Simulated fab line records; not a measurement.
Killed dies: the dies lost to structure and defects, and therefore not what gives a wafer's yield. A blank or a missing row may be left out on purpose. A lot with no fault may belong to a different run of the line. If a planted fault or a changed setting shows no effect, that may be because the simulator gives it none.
Problem report, 8D (eight disciplines) form, completed by code | flow nandHarc | the parts of the form that need people (team, actions taken, sign-off) are left out

== 1. WHAT WENT WRONG ==
cdNm at NHARC_A_CONTACT_CD_MEAS_42 reads a mean of 319.1 nm on 6 wafers of 2 lots; wafers without a fault read 300.2 nm with a standard deviation of 0.45. That is +42 standard deviations from the usual mean.
The step: target cd 300 nm.
Earliest sighting: wafer L883.2 on cdSem-03 at day 27 14:51. The record has a number at this step for 36 wafers belonging to 12 lots. Rule for "out" (also "out of limits"): further than 4 standard deviations from the usual mean. All remaining wafers that have a number are taken as sound.

== 2. WHAT IT IS, WHAT IT ISN'T ==
question                    | is                     | is not
which readings at this step | cdNm                   | -
which lots                  | L883, L886             | L867, L868, L870, L873, L874, L876, L877, L885, L888, L889
which wafers of those lots  | all that have a number | -
read on which gauges        | cdSem-01, cdSem-03     | cdSem-02
when                        | from day 27 14:51      | up to then (21 sound wafers); but 9 sound wafers of L885, L888, L889 came after

== 3. WHAT RULES OUT EACH SUSPECT ==
Counting: any tool at a process step up to the reading is kept as a suspect provided that every lot that is out went through it and no sound lot did after the first of them.
- ruled out: the gauge at NHARC_A_CONTACT_CD_MEAS_42. The wafers that are out were read on 2 gauges (cdSem-01, cdSem-03).
- cvdW-01 at NHARC_A_WL_FILL_CVD_20 (deposits W, target thk 100 nm, time 74 s): kept. Every lot that is out went through it, starting with L883 (day 27 14:43), and after that it ran no sound lot; the last sound lot it ran before then is L877 (day 25 18:13). NHARC_A_WL_FILL_CVD_20 gives no start for some lots, so the hours and the order of its lots are those of NHARC_A_CONTACT_EXPOSE_39.
- arfiScanner-03 at NHARC_A_CONTACT_EXPOSE_39 (exposes mask A CC 3): kept. Every lot that is out went through it, starting with L883 (day 27 14:43), and after that it ran no sound lot; the last sound lot it ran before then is L877 (day 25 18:13). Out on those wafers are its own readings of exposureDoseMJCm2.
After counting, cvdW-01 at NHARC_A_WL_FILL_CVD_20 and arfiScanner-03 at NHARC_A_CONTACT_EXPOSE_39 remain.

== 4. THE CAUSE (what the simulator had put in) ==
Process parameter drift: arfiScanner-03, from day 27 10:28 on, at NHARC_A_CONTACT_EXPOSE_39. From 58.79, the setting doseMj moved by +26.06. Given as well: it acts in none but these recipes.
Counting leaves 2 suspects; this tool is one of them.

== 5. THE EFFECT CHAIN, in route order ==
Each row: a reading where the mean over the struck wafers with a number is more than 3 standard deviations away from the usual. Only readings whose record carries a usual standard deviation are examined. hours: median over the lots of the time between each lot's start at the first step of this table that gives one and its start at this step. sigmas: the change, counted in usual standard deviations.
hours | step                       | reading           | usual    | on struck wafers | change | sigmas
0     | NHARC_A_CONTACT_EXPOSE_39  | exposureDoseMJCm2 | 58.74    | 82.15            | +23.41 | +99 or more
0     | NHARC_A_CONTACT_CD_MEAS_42 | cdNm              | 300.2 nm | 319.1            | +18.9  | +42
It contains these process steps:
- NHARC_A_CONTACT_EXPOSE_39: exposes mask A CC 3.

== 6. WHAT WOULD HAVE CAUGHT IT SOONER ==
The first out-of-limits reading at a measuring or inspecting step in this record came at day 27 14:51, 4 hours after the fault's start at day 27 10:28.
At NHARC_A_CONTACT_EXPOSE_39, the tool's own readings (exposureDoseMJCm2) were out on each struck wafer the step has a row for, so an alarm limit on them would have fired on the first such wafer.
Lots out: 2; of these, L886 started NHARC_A_CONTACT_EXPOSE_39 on arfiScanner-03 after day 27 14:51. A hold on the tool at that time would have spared it.
